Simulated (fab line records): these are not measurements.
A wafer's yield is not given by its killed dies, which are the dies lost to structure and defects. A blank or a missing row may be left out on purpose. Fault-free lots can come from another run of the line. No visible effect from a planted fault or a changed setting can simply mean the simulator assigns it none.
Which tool did it? -- flow n5-finfet -- 9 lots, 27 wafers sampled, at 2 steps of a route of 1938

== WHAT THE GAUGES READ, wafer by wafer ==
N5_BEOL_M7_OVL_MEAS_29.
lot,measured,on,V6_OVL (nm)
L686,day 8 20:14,overlay-01,-0.5 -0.9 -0.6
L688,day 9 07:09,overlay-01,-0.6 0.1 -1.2
L694,day 11 11:30,overlay-02,-1.4 -0.2 -0.8
L703,day 13 22:58,overlay-02,0.2 -0.9 -0.2
L704,day 13 23:10,overlay-01,0.5 1.6 0.6
L705,day 14 02:53,overlay-01,-1.1 0.3 -0.8
L706,day 14 05:54,overlay-01,-0.6 -0.5 0.3
L708,day 15 08:34,overlay-02,-1.4 -1.7 -1.2
L709,day 15 15:50,overlay-01,0.8 0.4 0.2

== TOOL THAT RAN EACH LOT (tool first, then ch and the chambers of the sampled wafers, then the start) ==
lot,N5_BEOL_M7_STRIP_67
L686,"rie-diel-05 ch 0,1,2, day 8 19:32"
L688,"rie-diel-03 ch 0,2,3, day 9 05:12"
L694,"rie-diel-05 ch 0,1,3, day 11 10:47"
L703,"rie-diel-05 ch 0,1,2, day 13 22:10"
L704,"rie-diel-04 ch 0,1,3, day 13 22:21"
L705,"rie-diel-04 ch 0,1,2, day 14 01:58"
L706,"rie-diel-03 ch 1,2,3, day 14 04:19"
L708,"rie-diel-03 ch 0,1,2, day 15 07:16"
L709,"rie-diel-05 ch 0,1,3, day 15 14:51"
- N5_BEOL_M7_STRIP_67: strips in CF4.

== THE ANSWER, worked out from the rows above alone ==
Rule: the usual values come from the lots themselves. The widest of any qualifying gaps counts: lots, ordered by their means at a reading, are off when they make up no more than a third of the lots, leave a main group of 4 or more, and stand apart from it by 3 or more times the standard deviation of that group's means. Not used: any main group whose means are identical at the precision the tables above print for the reading. Also off: a lot with no number at a reading for which 4 or more lots have one. Where the step has rows for the other lots, those lots are counted as sound.
None of the lots is off at any reading shown; this tells nothing.

== WHAT HAD BEEN PUT IN BY THE SIMULATOR ==
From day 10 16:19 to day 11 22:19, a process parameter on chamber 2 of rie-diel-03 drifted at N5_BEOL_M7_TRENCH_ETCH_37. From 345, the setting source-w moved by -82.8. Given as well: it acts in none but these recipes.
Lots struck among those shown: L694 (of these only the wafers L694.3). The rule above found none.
